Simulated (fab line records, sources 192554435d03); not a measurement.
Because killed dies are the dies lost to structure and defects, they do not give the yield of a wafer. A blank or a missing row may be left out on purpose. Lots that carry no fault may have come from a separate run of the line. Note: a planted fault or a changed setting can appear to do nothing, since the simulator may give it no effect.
Code-filled problem report in 8D (eight disciplines) form / flow n5Finfet / the parts of the form that need people (team, actions taken, sign-off) are left out

## 1. WHAT WENT WRONG
Wafers with no fault read 5.19 s with a standard deviation of 0.12, whereas etchRfOnTimeS at N5_BEOL_M1_ETCH_74 reads a mean of 3.45 s on 1 wafer of 1 lot. Relative to the usual mean, that is a shift of -15 standard deviations.
The step: etches underlayer in N2/H2, target depth 6.5 nm, time 5.2 s.
Seen first at day 10 14:28 on rieDiel-01, wafer L238.1. Wafers with a number at this step in the record: 27, from 10 lots. Rule for "out", or "out of limits": more than 4 standard deviations from the usual mean. The rest of the wafers with a number are treated as sound.

## 2. WHAT IT IS, AND WHAT IT ISN'T
question=which readings at this step | is=etchRfOnTimeS | is not=drypumpMotorCurrentA, h2FlowSccm, oesProductAu, rfVppV, showerheadPlenumPTorr
question=which lots | is=L238 | is not=L220, L221, L226, L227, L228, L229, L231, L232, L242
question=which wafers of those lots | is=L238.1 | is not=L238.5, L238.6
question=read on which tools | is=rieDiel-01 | is not=rieDiel-05, rieDiel-06
question=when | is=from day 10 14:28 | is not=up to then (24 sound wafers); but 2 sound wafers of L242 came after

## 3. WHAT RULES OUT EACH SUSPECT
Counting: if a tool at a process step up to the reading ran every lot that is out, it stays a suspect. Sound lots after the first of them don't rule it out here, since some wafers of a struck lot are sound.
- cvdCo-01 at N5_BEOL_M0_PRE_CLEAN_131 (time 15 s): kept. The lot that is out, L238, ran on it at day 10 13:11; the last sound lot it ran before that was L232, at day 9 05:47.
- rieDiel-01 at N5_BEOL_M1_ETCH_74 (etches underlayer in N2/H2, target depth 6.5 nm, time 5.2 s): kept. The lot that is out, L238, ran on it at day 10 14:28; the last sound lot it ran before that was L232, at day 9 07:27. Its own readings are out on those wafers: etchRfOnTimeS.
- In rieDiel-01 at N5_BEOL_M1_ETCH_74, the wafers that are out were processed in chamber 1 and their sound lot-mates in chambers 2, 3.
The count leaves rieDiel-01 at N5_BEOL_M1_ETCH_74 and cvdCo-01 at N5_BEOL_M0_PRE_CLEAN_131.

## 4. THE CAUSE (what the simulator had put in)
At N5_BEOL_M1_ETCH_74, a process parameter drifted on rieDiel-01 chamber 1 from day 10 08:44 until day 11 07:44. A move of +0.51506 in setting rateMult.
This tool is one of the 2 suspects left after counting.

## 5. THE CHAIN OF EFFECTS, in route order
Rows list readings where the struck wafers' mean (over those with a number) sits beyond 3 standard deviations from the usual. Only readings for which the record gives a usual standard deviation are gone through. hours: the time from each lot's start at the first step in this table that gives one to its start at this step, as a median over the lots. sigmas: the change in usual standard deviations.
hours=0; step=N5_BEOL_M1_ETCH_74; reading=etchRfOnTimeS; usual=5.19 s; on struck wafers=3.45; change=-1.74; sigmas=-15
It contains these process steps:
- N5_BEOL_M1_ETCH_74: etches underlayer in N2/H2, target depth 6.5 nm, time 5.2 s.
Later measuring or inspecting steps at which every struck wafer that the step has a row for has a number for every such reading, and none has moved that far: N5_BEOL_M4_RC_MEAS_101.

## 6. WHAT WOULD HAVE CAUGHT IT SOONER
In this record the first reading out of limits was taken at day 10 14:28, 6 hours after the fault began at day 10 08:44.
